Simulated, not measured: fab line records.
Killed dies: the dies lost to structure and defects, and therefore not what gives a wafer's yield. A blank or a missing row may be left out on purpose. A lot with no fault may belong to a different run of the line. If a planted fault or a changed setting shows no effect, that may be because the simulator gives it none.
fab line records | flow nand-harc
record: lots: 13 wafers: 39 last-day: 33
route steps=1302 shown A_SLIT@933 A_WL_FILL@952 END@1302
lots with no fault: from the same line, run without faults
start-h: hours from the record's first day to the start of the lot's first wafer shown | wait-h: how many hours have passed since the lot's step before this one | " identical to the entry in the row above | L1.1+2: several wafers, shown together as one row | - no value present, or no start provided | * or withheld: withheld | < > ~ a bound
route shown NAME@n: NAME is a module with steps in the file, n the number in the route of the first one | usual: mean and standard deviation over wafers with no fault | same: alike in all rows | chamber/n: place in a boat | sites: the reading at each site | _std_site: their standard deviation | _edge_site: the outer-site mean with the inner-site mean subtracted | radius-mm: for every site, how far away it sits from the centre of the wafer | mask NAME#n: copy n | behind: the last tool/chamber to shape the wafer | hold: why the lot was held/for how many hours/how that ended | device: the transistor (n, p or np) that didn't switch | end of line: at the end of the route, the tests of the same wafers | a step without rows: its recipe alone | killed: at the first sort, the dies lost to defects and structure; wafer yield is something else | map: shows each die of a wafer: x if killed, . if not, _ if none is there
set.NAME: the setting the step ran with; set.NAME@STEP: the setting that earlier step ran with | model.NAME: the simulator's own value behind a step, which no gauge read
one table for each step of the route and one row for each wafer, over a sample of lots
services: a tool's chamber out of use, with start hour (start-h, from the record's first day; less than 0 if before it), hours out, and reason
== steps ==
step: NHARC_A_SLIT_CD_MEAS_09
recipe: target-cd-nm: 300 landing-energy-ev: 500
usual: cd-nm: 300.2/0.53
columns lot.wafer tool chamber start-h wait-h cd-nm
L684.2 cd-sem-03 0 460.27 - 299.5
L684.3 " 0 " " 300.0
L684.4 " 0 " " 300.1
L686.1 cd-sem-02 0 460.96 - 300.5
L686.3 " 0 " " 299.3
L686.5 " 0 " " 300.1
L689.3 cd-sem-02 0 492.76 - 299.7
L689.4 " 0 " " 300.0
L689.6 " 0 " " 301.3
L687.1 cd-sem-01 0 492.93 - 300.3
L687.3 " 0 " " 299.9
L687.4 " 0 " " 300.4
L688.1 cd-sem-03 0 499.82 - 299.5
L688.3 " 0 " " 300.5
L688.6 " 0 " " 300.2
L691.1 cd-sem-01 0 535.45 - 300.4
L691.3 " 0 " " 300.2
L691.4 " 0 " " 300.6
L692.1 cd-sem-01 0 540.05 - 300.4
L692.2 " 0 " " 299.0
L692.5 " 0 " " 300.5
L694.1 cd-sem-02 0 544.66 - 300.2
L694.3 " 0 " " 300.2
L694.4 " 0 " " 300.6
L695.4 cd-sem-03 0 557.15 - 300.8
L695.5 " 0 " " 300.2
L695.6 " 0 " " 300.1
L698.3 cd-sem-02 0 583.75 - 300.0
L698.5 " 0 " " 299.4
L698.6 " 0 " " 301.4
L701.1 cd-sem-03 0 622.92 - 300.2
L701.3 " 0 " " 300.7
L701.5 " 0 " " 300.1
L705.1 cd-sem-01 0 675.23 - 300.0
L705.3 " 0 " " 299.3
L705.5 " 0 " " 300.2
L706.1 cd-sem-02 0 678.97 - 300.7
L706.2 " 0 " " 299.8
L706.5 " 0 " " 299.3
step: NHARC_A_SLIT_ETCH_26
recipe: bias-v: 400 source-w: 2000 pressure-mtorr: 25 time-s: 90 ar-flow-sccm: 375 c4f8-flow-sccm: 41.7 o2-flow-sccm: 83.3 target-depth-a: 4000 chemistry: C4F8/O2/Ar
usual: drypump-motor-current-A: 5.7/0.39 oes-air-line-au: 0.999/0.021 showerhead-plenum-p-Torr: 3.60/0.094 throttle-valve-pct: 27.619/0.0097
columns lot.wafer tool chamber start-h wait-h drypump-motor-current-A oes-air-line-au rf-hours-counter-h showerhead-plenum-p-Torr throttle-valve-pct
L684.2 har-etch-01 1 465.65 3.1 6.0 1.004 253 3.61 27.630
L684.4 " 1 " " 6.0 1.007 - 3.61 27.602
L684.3 " 0 " " 6.2 0.997 - 3.50 27.613
L686.1 har-etch-02 0 465.95 3.0 5.2 0.969 42 3.72 27.612
L686.3 " 0 " " 5.2 0.991 - 3.72 27.638
L686.5 " 1 " " 5.5 1.023 - 3.72 27.607
L689.3 har-etch-01 1 497.94 1.9 6.0 0.990 - 3.60 27.607
L689.4 " 0 " " 6.2 0.976 - 3.49 27.618
L689.6 " 0 " " 6.2 1.015 - 3.49 27.609
L687.1 har-etch-02 1 497.98 3.0 5.5 0.997 61 3.71 27.630
L687.4 " 1 " " 5.5 0.999 - 3.71 27.629
L687.3 " 0 " " 5.2 0.999 - 3.71 27.625
L688.1 har-etch-01 0 504.95 2.5 6.1 0.959 276 3.49 27.613
L688.3 " 0 " " 6.2 0.939 - 3.49 27.611
L688.6 " 0 " " 6.2 0.967 - 3.49 27.609
L691.1 har-etch-02 0 540.81 3.0 5.1 0.995 84 3.70 27.609
L691.4 " 0 " " 5.2 1.000 - 3.70 27.626
L691.3 " 1 " " 5.5 0.992 - 3.70 27.629
L692.2 har-etch-01 1 545.38 3.0 6.0 1.016 299 3.58 27.631
L692.1 " 0 " " 6.2 0.996 299 3.48 27.619
L692.5 " 0 " " 6.2 1.006 - 3.48 27.617
L694.1 har-etch-02 0 549.75 3.0 5.2 1.009 87 3.70 27.610
L694.3 " 0 " " 5.2 0.982 - 3.70 27.619
L694.4 " 1 " " 5.5 1.045 - 3.70 27.628
L695.4 har-etch-01 1 562.29 1.9 6.0 0.960 - 3.58 27.623
L695.5 " 1 " " 6.0 1.023 - 3.58 27.617
L695.6 " 0 " " 6.2 0.985 - 3.47 27.632
L698.3 har-etch-01 0 588.88 1.9 6.2 1.015 - 3.46 27.607
L698.6 " 0 " " 6.2 0.995 - 3.46 27.623
L698.5 " 1 " " 6.0 0.981 - 3.57 27.615
L701.1 har-etch-02 0 628.00 3.0 5.2 1.009 133 3.67 27.604
L701.3 " 1 " " 5.6 0.965 - 3.67 27.614
L701.5 " 1 " " 5.5 0.975 - 3.67 27.617
L705.1 har-etch-01 1 680.27 3.0 6.0 1.005 375 3.54 27.620
L705.3 " 0 " " 6.2 0.966 - 3.44 27.626
L705.5 " 0 " " 6.2 1.004 - 3.44 27.608
L706.2 har-etch-01 1 684.08 3.0 6.0 1.009 379 3.54 27.608
L706.1 " 0 " " 6.2 1.002 379 3.43 27.606
L706.5 " 1 " " 6.0 0.954 - 3.54 27.601
step: NHARC_A_WL_FILL_ALD_00
recipe: target-thk-a: 30 pulse-time-s: 3 ald-cycles: 30 temp-c: 300 material: Al2O3
usual: ald-cycles: 30/0 heater-power-w: 493/64 precursor-pulse-height-rel: 0.997/0.021
columns lot.wafer tool chamber start-h wait-h ald-cycles heater-power-w precursor-pulse-height-rel
L684.2 ald-hk-03 2 473.85 0.1 30 494 1.032
L684.3 " 3 " " 30 445 0.977
L684.4 " 0 " " 30 507 0.991
L686.1 ald-hk-04 0 473.86 0.1 30 471 0.996
L686.3 " 2 " " 30 470 1.000
L686.5 " 0 " " 30 477 1.044
L687.4 ald-hk-03 1 505.93 0.1 30 603 0.992
L687.3 " 3 " " 30 452 0.959
L687.1 " 0 " " 30 531 0.999
L689.3 ald-hk-01 1 505.94 0.1 30 565 1.018
L689.4 " 3 " " 30 435 1.008
L689.6 " 2 " " 30 505 1.028
L688.1 ald-hk-01 1 513.06 0.1 30 574 1.000
L688.3 " 0 " " 30 537 1.029
L688.6 " 1 " " 30 576 0.998
L691.4 ald-hk-01 0 548.91 0.1 30 543 1.005
L691.3 " 1 " " 30 577 1.002
L691.1 " 2 " " 30 497 1.016
L692.2 ald-hk-03 2 553.59 0.1 30 493 1.010
L692.1 " 3 " " 30 444 0.996
L692.5 " 2 " " 30 501 0.983
L694.3 ald-hk-03 2 558.06 0.1 30 523 1.015
L694.1 " 3 " " 30 459 0.982
L694.4 " 1 " " 30 615 1.002
L695.4 ald-hk-04 3 570.40 0.1 30 356 0.994
L695.6 " 2 " " 30 479 1.012
L695.5 " 3 " " 30 342 0.949
L698.3 ald-hk-03 1 597.36 0.4 30 586 0.989
L698.5 " 2 " " 30 479 1.009
L698.6 " 3 " " 30 458 1.030
L701.3 ald-hk-04 1 636.19 0.1 30 485 0.980
L701.1 " 2 " " 30 460 0.978
L701.5 " 3 " " 30 339 1.015
L705.1 ald-hk-04 0 688.46 0.1 26 453 0.994
L705.3 " 1 " " 30 487 1.029
L705.5 " 0 " " 26 468 1.005
L706.2 ald-hk-04 2 692.26 0.1 30 465 0.994
L706.1 " 0 " " 26 464 1.043
L706.5 " 2 " " 30 463 0.999
step: NHARC_A_WL_FILL_ALD_02
recipe: target-thk-a: 20 pulse-time-s: 3 ald-cycles: 100 temp-c: 450 material: TiN
usual: ald-cycles: 100/0 heater-power-w: 1123/130 precursor-pulse-height-rel: 1.000/0.02
columns lot.wafer tool chamber start-h wait-h ald-cycles heater-power-w precursor-pulse-height-rel
L684.4 ald-metal-01 0 474.29 0.1 100 1100 0.999
L684.2 " 1 " " 100 988 0.970
L684.3 " 2 " " 100 1171 0.982
L686.3 ald-metal-03 2 474.35 0.2 100 1224 1.026
L686.1 " 3 " " 100 1040 1.001
L686.5 " 1 " " 100 969 0.995
L687.4 ald-metal-02 2 506.41 0.1 100 1346 0.999
L687.3 " 3 " " 100 985 0.978
L687.1 " 1 " " 100 1132 1.003
L689.4 ald-metal-03 1 506.45 0.1 100 933 0.992
L689.3 " 2 " " 100 1188 0.987
L689.6 " 0 " " 100 990 0.994
L688.1 ald-metal-02 1 513.54 0.2 100 1166 0.989
L688.3 " 0 " " 100 1025 0.964
L688.6 " 2 " " 100 1372 1.020
L691.1 ald-metal-01 3 549.39 0.2 100 1273 1.017
L691.4 " 0 " " 100 1098 0.992
L691.3 " 2 " " 100 1274 0.988
L692.2 ald-metal-03 2 554.07 0.2 100 1201 1.009
L692.1 " 1 " " 100 957 1.008
L692.5 " 3 " " 100 1022 0.987
L694.4 ald-metal-02 0 558.55 0.1 100 1026 0.989
L694.3 " 1 " " 100 1161 1.012
L694.1 " 2 " " 100 1346 0.966
L695.4 ald-metal-01 2 570.94 0.2 100 1238 1.006
L695.5 " 0 " " 100 1081 1.024
L695.6 " 1 " " 100 1007 0.983
L698.3 ald-metal-01 3 597.84 0.2 100 1321 1.019
L698.5 " 1 " " 100 1000 1.009
L698.6 " 2 " " 100 1207 1.026
L701.1 ald-metal-01 3 636.62 0.2 100 1280 0.993
L701.3 " 0 " " 100 1120 0.997
L701.5 " 3 " " 100 1298 0.982
L705.1 ald-metal-02 0 688.94 0.2 100 1093 1.016
L705.3 " 1 " " 100 1120 1.004
L705.5 " 0 " " 100 1079 0.997
L706.2 ald-metal-03 1 692.73 0.2 100 942 1.027
L706.1 " 2 " " 100 1237 0.990
L706.5 " 1 " " 100 973 0.977
step: NHARC_END_SORT_01
recipe: temp-c: 25
usual: killed-at-array: 52/19 killed-at-other: 0.9/1.3 killed-at-periphery: 4/3.1 killed-dies: 57/18 killed-open: 3.2/1.7 killed-short: 2.3/1.4
same: gross-dies: 677
columns lot.wafer tool chamber start-h wait-h killed-at-array killed-at-other killed-at-periphery killed-dies killed-open killed-short
L686.1 prober-01 0 568.80 2.5 48 1 2 51 1 1
L686.3 prober-01 0 570.37 3.1 57 0 2 59 2 0
L686.5 prober-01 0 571.95 3.6 51 1 2 54 2 2
L684.2 prober-02 0 569.63 2.8 35 0 9 44 4 0
L684.3 prober-02 0 570.43 3.1 46 0 4 50 5 1
L684.4 prober-02 0 571.23 3.4 37 0 8 45 1 2
L687.1 prober-01 0 603.71 2.5 52 0 9 61 4 0
L687.3 prober-01 0 605.32 3.1 50 2 5 57 1 2
L687.4 prober-01 0 606.12 3.4 53 2 5 60 2 6
L689.3 prober-02 0 605.32 3.1 41 1 1 43 4 1
L689.4 prober-02 0 606.11 3.3 37 0 2 39 5 2
L689.6 prober-02 0 607.67 3.9 41 0 2 43 9 0
L688.1 prober-02 0 611.45 2.5 70 0 2 72 5 2
L688.3 prober-02 0 613.07 3.1 68 0 2 70 4 2
L688.6 prober-02 0 615.49 4.0 90 0 7 97 1 2
L691.1 prober-02 0 647.19 2.5 60 5 2 67 1 3
L691.3 prober-02 0 648.78 3.1 55 4 4 63 3 2
L691.4 prober-02 0 649.58 3.4 57 3 2 62 5 2
L694.1 prober-02 0 654.97 2.5 64 0 0 64 3 3
L694.3 prober-02 0 656.59 3.1 55 0 1 56 1 1
L694.4 prober-02 0 657.40 3.4 61 3 3 67 3 0
L692.1 prober-01 0 662.05 2.5 30 2 2 34 3 3
L692.2 prober-01 0 662.83 2.8 49 1 7 57 4 1
L692.5 prober-01 0 665.20 3.6 24 1 3 28 5 2
L695.4 prober-01 0 674.83 3.4 88 0 5 93 3 0
L695.5 prober-01 0 675.62 3.7 80 0 2 82 5 2
L695.6 prober-01 0 676.42 4.0 63 1 2 66 4 2
L698.3 prober-02 0 696.75 3.1 59 1 4 64 4 3
L698.5 prober-02 0 698.36 3.7 70 0 4 74 5 4
L698.6 prober-02 0 699.16 4.0 52 0 3 55 7 1
L701.1 prober-01 0 738.10 2.5 42 0 4 46 4 6
L701.3 prober-01 0 739.69 3.1 29 0 8 37 3 2
L701.5 prober-01 0 741.28 3.7 31 0 5 36 1 1
L705.1 prober-01 0 784.41 2.5 73 0 1 74 3 3
L705.3 prober-01 0 785.98 3.1 59 1 2 62 4 1
L705.5 prober-01 0 787.56 3.6 58 0 3 61 4 1
L706.1 prober-01 0 793.78 2.5 34 2 0 36 5 2
L706.2 prober-01 0 794.57 2.8 55 2 2 59 2 4
L706.5 prober-01 0 796.95 3.7 53 1 2 56 3 2
killed by level:class
L686.1 A_CHANNEL_HOLE_D2:chamber-film-flake=34 A_STAIRCASE:chamber-film-flake=5 A_CONTACT:chamber-film-flake=4 A_CHANNEL_HOLE_D1:chamber-film-flake=2 P_M0:geometric-particle:open=1 A_CHANNEL_HOLE_D1:geometric-particle:short=1 P_ZERO_WELL:chamber-film-flake=1 A_CHANNEL_FILL_D2:chamber-film-flake=1
L684.2 A_SLIT:chamber-film-flake=20 A_CHANNEL_HOLE_D2:chamber-film-flake=6 P_STI:chamber-film-flake=5 A_CONTACT:chamber-film-flake=3 P_ZERO_WELL:chamber-film-flake=2 P_CONTACT:geometric-particle:open=1 A_ONON_D2:geometric-particle:open=1 A_WL_FILL:geometric-particle:open=1
L686.3 A_CHANNEL_HOLE_D2:chamber-film-flake=44 A_STAIRCASE:chamber-film-flake=3 A_CONTACT:chamber-film-flake=3 A_ZERO_WELL:chamber-film-flake=2 A_DECK1_JOINT:geometric-particle:open=1 A_SGD_CUT:geometric-particle:open=1 P_ZERO_WELL:chamber-film-flake=1 P_STI:chamber-film-flake=1
L684.3 A_CHANNEL_HOLE_D2:chamber-film-flake=19 A_SLIT:chamber-film-flake=12 A_STAIRCASE:chamber-film-flake=5 P_STI:chamber-film-flake=2 A_ZERO_WELL:chamber-film-flake=2 A_CHANNEL_HOLE_D1:chamber-film-flake=2 P_M1:geometric-particle:open=1 A_DECK1_JOINT:geometric-particle:short=1
L684.4 A_SLIT:chamber-film-flake=25 P_STI:chamber-film-flake=6 A_STAIRCASE:chamber-film-flake=4 A_CHANNEL_HOLE_D2:chamber-film-flake=3 P_CONTACT:chamber-film-flake=2 A_CHANNEL_FILL_D2:geometric-particle:short=1 A_CHANNEL_FILL_D2:geometric-particle:open=1 A_WL_FILL:geometric-particle:short=1
L686.5 A_CHANNEL_HOLE_D2:chamber-film-flake=33 A_CONTACT:chamber-film-flake=7 A_WL_FILL:chamber-film-flake=4 A_CHANNEL_HOLE_D1:chamber-film-flake=3 P_CONTACT:geometric-particle:open=1 A_DECK1_JOINT:geometric-particle:short=1 A_SGD_CUT:geometric-particle:open=1 A_WL_FILL:geometric-particle:short=1
L687.1 A_CHANNEL_HOLE_D1:chamber-film-flake=33 P_GATE:chamber-film-flake=6 A_CHANNEL_HOLE_D2:chamber-film-flake=6 A_CONTACT:chamber-film-flake=5 P_CONTACT:geometric-particle:open=2 A_BLC:geometric-particle:open=2 A_STAIRCASE:chamber-film-flake=2 P_ZERO_WELL:chamber-film-flake=1
L687.3 A_CHANNEL_HOLE_D1:chamber-film-flake=33 A_CHANNEL_HOLE_D2:chamber-film-flake=8 P_GATE:chamber-film-flake=5 A_STAIRCASE:chamber-film-flake=3 A_ZERO_WELL:chamber-film-flake=2 A_ONON_D1:geometric-particle:open=1 A_DECK1_JOINT:geometric-particle:short=1 STARTING-WAFER:geometric-particle:short=1
L689.3 A_SLIT:chamber-film-flake=22 A_CHANNEL_HOLE_D2:chamber-film-flake=8 A_CONTACT:chamber-film-flake=2 P_M0:geometric-particle:open=1 A_ONON_D2:geometric-particle:open=1 A_CHANNEL_FILL_D2:geometric-particle:short=1 A_CHANNEL_FILL_D2:geometric-particle:open=1 A_BLC:geometric-particle:open=1
L689.4 A_SLIT:chamber-film-flake=13 A_CHANNEL_HOLE_D2:chamber-film-flake=6 A_CONTACT:chamber-film-flake=3 A_CHANNEL_HOLE_D1:chamber-film-flake=2 A_DECK1_JOINT:chamber-film-flake=2 A_STAIRCASE:chamber-film-flake=2 P_M1:geometric-particle:open=1 A_CHANNEL_HOLE_D1:geometric-particle:open=1
L687.4 A_CHANNEL_HOLE_D1:chamber-film-flake=33 A_CHANNEL_HOLE_D2:chamber-film-flake=9 P_GATE:chamber-film-flake=3 A_CONTACT:chamber-film-flake=3 P_CONTACT:geometric-particle:short=1 A_CHANNEL_FILL_D1:geometric-particle:short=1 A_DECK1_JOINT:geometric-particle:short=1 A_ONON_D2:geometric-particle:short=1
L689.6 A_CHANNEL_HOLE_D2:chamber-film-flake=12 A_SLIT:chamber-film-flake=10 A_CHANNEL_HOLE_D1:chamber-film-flake=4 A_STAIRCASE:chamber-film-flake=3 A_DECK1_JOINT:geometric-particle:open=2 A_M0:geometric-particle:open=2 A_WL_FILL:chamber-film-flake=2 A_CONTACT:chamber-film-flake=2
L688.1 A_CHANNEL_HOLE_D2:chamber-film-flake=25 A_CHANNEL_HOLE_D1:chamber-film-flake=22 A_SLIT:chamber-film-flake=12 A_CONTACT:chamber-film-flake=4 P_M1:geometric-particle:open=1 A_ONON_D1:geometric-particle:short=1 A_ONON_D1:geometric-particle:open=1 A_ONON_D2:geometric-particle:short=1
L688.3 A_CHANNEL_HOLE_D2:chamber-film-flake=22 A_CHANNEL_HOLE_D1:chamber-film-flake=21 A_SLIT:chamber-film-flake=14 A_CONTACT:chamber-film-flake=5 P_GATE:geometric-particle:short=1 P_GATE:geometric-particle:open=1 A_SOURCE_PLATE:geometric-particle:open=1 A_CHANNEL_FILL_D1:geometric-particle:short=1
L688.6 A_CHANNEL_HOLE_D1:chamber-film-flake=35 A_CHANNEL_HOLE_D2:chamber-film-flake=25 A_SLIT:chamber-film-flake=13 A_CONTACT:chamber-film-flake=9 P_ZERO_WELL:chamber-film-flake=4 A_STAIRCASE:chamber-film-flake=3 P_GATE:chamber-film-flake=2 A_CHANNEL_FILL_D2:chamber-film-flake=2
L691.1 A_CHANNEL_HOLE_D1:chamber-film-flake=29 A_CHANNEL_HOLE_D2:chamber-film-flake=27 THIN_TSV:chamber-film-flake=5 P_GATE:geometric-particle:short=1 P_M0:geometric-particle:short=1 A_CHANNEL_FILL_D1:geometric-particle:open=1 A_WL_FILL:geometric-particle:short=1 A_SLIT:chamber-film-flake=1
L691.3 A_CHANNEL_HOLE_D1:chamber-film-flake=25 A_CHANNEL_HOLE_D2:chamber-film-flake=18 THIN_TSV:chamber-film-flake=4 A_CHANNEL_FILL_D1:geometric-particle:short=2 P_GATE:chamber-film-flake=2 A_CHANNEL_FILL_D1:chamber-film-flake=2 A_CONTACT:chamber-film-flake=2 A_M0:chamber-film-flake=2
L691.4 A_CHANNEL_HOLE_D2:chamber-film-flake=25 A_CHANNEL_HOLE_D1:chamber-film-flake=22 A_CONTACT:chamber-film-flake=3 THIN_TSV:chamber-film-flake=2 P_ZERO_WELL:geometric-particle:short=1 P_CONTACT:geometric-particle:open=1 A_ONON_D2:geometric-particle:open=1 A_CHANNEL_FILL_D2:geometric-particle:short=1
L694.1 A_CHANNEL_HOLE_D1:chamber-film-flake=32 A_CHANNEL_HOLE_D2:chamber-film-flake=16 A_CONTACT:chamber-film-flake=4 A_DECK1_JOINT:chamber-film-flake=3 A_ONON_D1:geometric-particle:open=2 A_WL_FILL:geometric-particle:short=2 A_WL_FILL:chamber-film-flake=2 A_CHANNEL_FILL_D2:geometric-particle:short=1
L694.3 A_CHANNEL_HOLE_D1:chamber-film-flake=37 A_CHANNEL_HOLE_D2:chamber-film-flake=9 A_SLIT:chamber-film-flake=3 P_STI:geometric-particle:short=1 A_CHANNEL_FILL_D1:geometric-particle:open=1 A_ZERO_WELL:chamber-film-flake=1 A_DECK1_JOINT:chamber-film-flake=1 A_CHANNEL_FILL_D1:chamber-film-flake=1
L694.4 A_CHANNEL_HOLE_D1:chamber-film-flake=36 A_CHANNEL_HOLE_D2:chamber-film-flake=16 THIN_TSV:chamber-film-flake=3 A_CONTACT:chamber-film-flake=3 A_DECK1_JOINT:chamber-film-flake=2 P_M1:geometric-particle:open=1 A_ONON_D1:geometric-particle:open=1 A_CHANNEL_FILL_D1:geometric-particle:open=1
L692.1 A_SLIT:chamber-film-flake=13 A_CONTACT:chamber-film-flake=5 A_CHANNEL_HOLE_D2:chamber-film-flake=4 A_DECK1_JOINT:geometric-particle:short=2 A_STAIRCASE:chamber-film-flake=2 THIN_TSV:chamber-film-flake=2 P_GATE:geometric-particle:open=1 P_M0:geometric-particle:open=1
L692.2 A_SLIT:chamber-film-flake=31 A_CHANNEL_HOLE_D2:chamber-film-flake=6 A_CHANNEL_HOLE_D1:chamber-film-flake=4 P_GATE:chamber-film-flake=3 P_M0:geometric-particle:open=1 A_ONON_D1:geometric-particle:open=1 A_ONON_D2:geometric-particle:open=1 A_WL_FILL:geometric-particle:short=1
L692.5 A_SLIT:chamber-film-flake=13 A_CONTACT:chamber-film-flake=3 A_ONON_D1:geometric-particle:open=2 P_M0:geometric-particle:open=1 A_CHANNEL_FILL_D2:geometric-particle:open=1 A_WL_FILL:geometric-particle:short=1 A_CONTACT:geometric-particle:open=1 A_M0:geometric-particle:short=1
L695.4 A_CHANNEL_HOLE_D1:chamber-film-flake=35 A_SLIT:chamber-film-flake=33 A_CHANNEL_HOLE_D2:chamber-film-flake=13 P_M2:chamber-film-flake=3 A_CONTACT:chamber-film-flake=2 A_ZERO_WELL:chamber-film-flake=2 P_M0:geometric-particle:open=1 A_CHANNEL_HOLE_D1:geometric-particle:open=1
L695.5 A_CHANNEL_HOLE_D1:chamber-film-flake=30 A_SLIT:chamber-film-flake=30 A_CHANNEL_HOLE_D2:chamber-film-flake=8 A_STAIRCASE:chamber-film-flake=5 A_M0:geometric-particle:open=2 P_CONTACT:geometric-particle:open=1 A_ONON_D1:geometric-particle:open=1 A_CHANNEL_FILL_D2:geometric-particle:open=1
L695.6 A_CHANNEL_HOLE_D1:chamber-film-flake=31 A_SLIT:chamber-film-flake=14 A_CHANNEL_HOLE_D2:chamber-film-flake=6 A_STAIRCASE:chamber-film-flake=3 A_ZERO_WELL:chamber-film-flake=2 P_CONTACT:geometric-particle:open=1 A_DECK1_JOINT:geometric-particle:short=1 A_CHANNEL_HOLE_D2:geometric-particle:open=1
L698.3 A_CHANNEL_HOLE_D2:chamber-film-flake=25 A_SLIT:chamber-film-flake=17 A_CONTACT:chamber-film-flake=5 P_M1:chamber-film-flake=2 A_STAIRCASE:chamber-film-flake=2 P_CONTACT:geometric-particle:open=1 P_M0:geometric-particle:short=1 A_ONON_D1:geometric-particle:open=1
L698.5 A_SLIT:chamber-film-flake=29 A_CHANNEL_HOLE_D2:chamber-film-flake=10 A_CONTACT:chamber-film-flake=8 A_CHANNEL_HOLE_D1:chamber-film-flake=7 A_STAIRCASE:chamber-film-flake=3 A_WL_FILL:chamber-film-flake=3 A_ONON_D2:geometric-particle:open=2 P_CONTACT:geometric-particle:short=1
L698.6 A_SLIT:chamber-film-flake=18 A_CONTACT:chamber-film-flake=11 A_CHANNEL_HOLE_D2:chamber-film-flake=5 A_ONON_D1:geometric-particle:open=3 A_STAIRCASE:chamber-film-flake=3 A_DECK1_JOINT:geometric-particle:open=2 P_GATE:chamber-film-flake=2 A_CHANNEL_HOLE_D1:chamber-film-flake=2
L701.1 A_CONTACT:chamber-film-flake=11 A_CHANNEL_HOLE_D1:chamber-film-flake=11 A_CHANNEL_FILL_D2:geometric-particle:short=3 A_STAIRCASE:chamber-film-flake=3 A_SLIT:chamber-film-flake=3 A_SOURCE_PLATE:geometric-particle:short=2 P_GATE:chamber-film-flake=2 A_CHANNEL_HOLE_D2:chamber-film-flake=2
L701.3 A_SLIT:chamber-film-flake=10 A_CONTACT:chamber-film-flake=7 A_CHANNEL_HOLE_D1:chamber-film-flake=5 P_BONDPAD:chamber-film-flake=3 A_DECK1_JOINT:chamber-film-flake=3 P_M1:chamber-film-flake=2 P_CONTACT:geometric-particle:open=1 P_M0:geometric-particle:short=1
L701.5 A_CONTACT:chamber-film-flake=14 A_CHANNEL_HOLE_D1:chamber-film-flake=8 A_STAIRCASE:chamber-film-flake=3 A_SLIT:chamber-film-flake=3 P_GATE:chamber-film-flake=2 P_BONDPAD:chamber-film-flake=2 P_M0:geometric-particle:open=1 A_BLC:geometric-particle:short=1
L705.1 A_SLIT:chamber-film-flake=31 A_CHANNEL_HOLE_D1:chamber-film-flake=16 A_CHANNEL_HOLE_D2:chamber-film-flake=14 A_CONTACT:chamber-film-flake=4 A_CHANNEL_FILL_D2:chamber-film-flake=3 P_CONTACT:geometric-particle:open=1 A_SOURCE_PLATE:geometric-particle:short=1 A_ONON_D1:geometric-particle:short=1
L705.3 A_CHANNEL_HOLE_D2:chamber-film-flake=26 A_SLIT:chamber-film-flake=14 A_CHANNEL_HOLE_D1:chamber-film-flake=7 A_CONTACT:chamber-film-flake=6 P_GATE:chamber-film-flake=2 A_SOURCE_PLATE:geometric-particle:short=1 A_DECK1_JOINT:geometric-particle:open=1 A_CONTACT:geometric-particle:open=1
L705.5 A_CHANNEL_HOLE_D1:chamber-film-flake=21 A_SLIT:chamber-film-flake=11 A_CONTACT:chamber-film-flake=10 A_CHANNEL_HOLE_D2:chamber-film-flake=8 A_CHANNEL_FILL_D2:chamber-film-flake=3 A_SOURCE_PLATE:geometric-particle:open=1 A_ONON_D1:geometric-particle:open=1 A_ONON_D2:geometric-particle:short=1
L706.1 A_SLIT:chamber-film-flake=12 A_CONTACT:chamber-film-flake=12 A_CHANNEL_FILL_D1:geometric-particle:open=1 A_DECK1_JOINT:geometric-particle:short=1 A_ONON_D2:geometric-particle:short=1 A_CHANNEL_HOLE_D2:geometric-particle:open=1 A_CHANNEL_FILL_D2:geometric-particle:open=1 A_WL_FILL:geometric-particle:open=1
L706.2 A_SLIT:chamber-film-flake=35 A_CONTACT:chamber-film-flake=7 A_CHANNEL_FILL_D1:chamber-film-flake=2 A_DECK1_JOINT:chamber-film-flake=2 THIN_TSV:chamber-film-flake=2 P_GATE:geometric-particle:open=1 A_SOURCE_PLATE:geometric-particle:short=1 A_ONON_D1:geometric-particle:short=1
L706.5 A_SLIT:chamber-film-flake=34 A_CONTACT:chamber-film-flake=8 A_CHANNEL_FILL_D2:chamber-film-flake=3 A_STAIRCASE:chamber-film-flake=2 P_GATE:geometric-particle:open=1 A_CHANNEL_HOLE_D1:geometric-particle:open=1 A_DECK1_JOINT:geometric-particle:short=1 A_CHANNEL_FILL_D2:geometric-particle:short=1
== services ==
columns tool chamber start-h hours kind
ald-hk-04 0 447.30 - clean
ald-hk-04 1 447.30 - clean
ald-hk-04 2 447.30 - clean
ald-hk-04 3 447.30 - clean
ald-hk-03 - 453.47 0.6 repair
ald-metal-01 - 526.00 10.0 pm
ald-metal-01 0 526.00 10.0 vent-cycle
ald-metal-01 1 526.00 10.0 vent-cycle
ald-metal-01 2 526.00 10.0 vent-cycle
ald-metal-01 3 526.00 10.0 vent-cycle
ald-metal-01 0 536.00 - clean
ald-metal-01 1 536.00 - clean
ald-metal-01 2 536.00 - clean
ald-metal-03 - 550.43 0.4 repair
ald-hk-04 - 551.49 1.9 repair
ald-metal-03 - 568.00 10.0 pm
ald-hk-03 - 568.53 10.0 pm
ald-metal-02 3 588.94 7.9 repair
ald-metal-02 - 610.00 10.0 pm
ald-metal-01 - 611.03 0.7 repair
ald-hk-04 - 615.30 10.0 pm
ald-metal-03 2 624.07 6.4 repair
ald-hk-01 - 661.54 10.0 pm
ald-metal-01 - 669.30 0.5 repair
== key ==
first-sign: step: NHARC_A_WL_FILL_ALD_00 reading: ald-cycles direction: down sigmas: 99+ usual: 30 struck: 26
effect none on later readings
met-at NHARC_A_WL_FILL_ALD_00
struck-lots L705,L706
struck-wafers L705.1,L705.5,L706.1
tester-left-out L705,L706
not-acting-at NHARC_A_SLIT_CD_MEAS_09,NHARC_A_SLIT_ETCH_26,NHARC_A_WL_FILL_ALD_02
onset-between 473.86 688.46
fault: kind: process-parameter-drift tool: ald-hk-04 chamber: 0 onset-h: 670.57 steps: NHARC_A_WL_FILL_ALD_00 channel: ald-cycles offset: -4 shape: step end-h: 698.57 acts-in: these-recipes-only stated: 30
tester-left-out: of these lots the tester's yield and bins aren't shown, on N5 and GAA mostly nor the transistor test; their killed dies are dies lost to structure and defects alone, not to doping, threshold or leakage, so they don't give the yield
